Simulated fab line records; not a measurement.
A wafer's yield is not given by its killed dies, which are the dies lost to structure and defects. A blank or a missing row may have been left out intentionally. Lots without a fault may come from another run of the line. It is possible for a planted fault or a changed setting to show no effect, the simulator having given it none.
One fault through the eyes of 3 desks | flow n5 finfet | numbers are kept per desk, each desk with only its own; the story behind them comes last

== METROLOGY DESK ==
What the gauges read, lot by lot, whatever tool the lot ran on: means of the sampled wafers that have a number. A lot is out of limits, marked OUT, if its mean lies more than 4 standard deviations from the usual mean; the brackets give that distance. Readings shown: 7 out of 11 (the first out of limits, and those lying furthest out on some lot).
Columns: A = cd nm at N5_PMOS_HMC_CHANNEL_EPI_CD_MEAS_09, usual 237.6 nm; B = DIBL_P at N5_BEOL_M4_RC_MEAS_101, usual 36 mV/V; C = IOFF_N at N5_BEOL_M4_RC_MEAS_101, usual 0.16 nA/um; D = IOFF_P at N5_BEOL_M4_RC_MEAS_101, usual 0.21 nA/um; E = SS_P at N5_BEOL_M4_RC_MEAS_101, usual 73.2 mV/dec; F = VT_N at N5_BEOL_M4_RC_MEAS_101, usual 249 mV; G = VT_P at N5_BEOL_M4_RC_MEAS_101, usual -250 mV
lot  | first seen here | A                | B  | C    | D    | E    | F   | G
L346 | day 1 16:53     | 237.2            | 37 | 0.17 | 0.25 | 73.4 | 249 | -247
L347 | day 1 23:08     | 238.8            | 36 | 0.12 | 0.21 | 72.8 | 252 | -247
L348 | day 2 05:55     | 239.1            | 33 | 0.13 | 0.18 | 72.7 | 254 | -251
L349 | day 2 11:29     | 239.1            | 40 | 0.20 | 0.27 | 73.9 | 246 | -246
L350 | day 2 17:28     | 236.6            | 35 | 0.14 | 0.19 | 72.5 | 249 | -251
L360 | day 5 05:06     | 241.2            | 36 | 0.19 | 0.22 | 73.2 | 246 | -247
L361 | day 5 11:15     | 246.4 (+8.0) OUT | 37 | 0.17 | 0.20 | 73.6 | 246 | -252
L363 | day 6 00:24     | 237.1            | 37 | 0.14 | 0.18 | 73.2 | 252 | -255
L364 | day 6 05:14     | 238.2            | 36 | 0.18 | 0.24 | 72.8 | 246 | -247
L367 | day 6 23:34     | 236.9            | 43 | 0.28 | 0.35 | 75.1 | 241 | -241
This desk's verdict: out of limits on L361, starting with L361 at day 5 11:15 (cd nm at N5_PMOS_HMC_CHANNEL_EPI_CD_MEAS_09). Within limits: L346, L347, L348, L349, L350, L360, L363, L364, L367.

== FOR THE TOOL OWNER'S DESK: litho track-02 ==
The tool's own readings at N5_PMOS_HMC_CHANNEL_EPI_PEB_07 (peb time 60 s): means of the sampled wafers that have a number, for each lot that ran on this tool. A lot is out of limits, marked OUT, if its mean lies more than 4 standard deviations from the usual mean; the brackets give that distance.
Columns: A = chill plate temp C at N5_PMOS_HMC_CHANNEL_EPI_PEB_07, usual 22.96 C
lot  | first seen here | A
L360 | day 5 05:02     | 22.87
L361 | day 5 11:11     | 23.03
Result from this desk: across the 2 lots, nothing is out of limits.

== THE DEFECT DESK ==
For each lot, the counts of the inspections along the route, averaged over the sampled wafers that have a number. A lot is out of limits, marked OUT, if its mean lies more than 4 standard deviations from the usual mean; the brackets give that distance.
Columns: A = raw defect count at N5_PMOS_HMC_CHANNEL_EPI_INSPECT_30, usual 20
lot  | first seen here | A
L346 | day 1 19:43     | 16
L347 | day 2 01:59     | 16
L348 | day 2 08:59     | 12
L349 | day 2 14:25     | 18
L350 | day 2 20:29     | 21
L360 | day 5 07:56     | 13
L361 | day 5 14:04     | 20
L363 | day 6 03:20     | 19
L364 | day 6 08:31     | 14
L367 | day 7 02:47     | 29
Result from this desk: across the 10 lots, nothing is out of limits.

== PUT TOGETHER ==
On L361, the metrology desk was in a position to raise an alarm at day 5 11:15.
The tool owner's desk saw nothing out of limits.
No out-of-limits result turned up at the defect desk.
Tool owner's desk: L361 on record, inside its limits.
The defect desk has L361 on record, within its limits.
The lots listed all ran N5_PMOS_HMC_CHANNEL_EPI_PEB_07 on litho track-02.

== WHAT HAD BEEN PUT IN BY THE SIMULATOR ==
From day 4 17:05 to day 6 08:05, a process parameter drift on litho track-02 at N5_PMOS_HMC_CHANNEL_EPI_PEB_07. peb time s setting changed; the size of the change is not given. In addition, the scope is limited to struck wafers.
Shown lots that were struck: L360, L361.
Delay in hours, fault start to first out-of-limits reading, per desk: metrology desk 18.
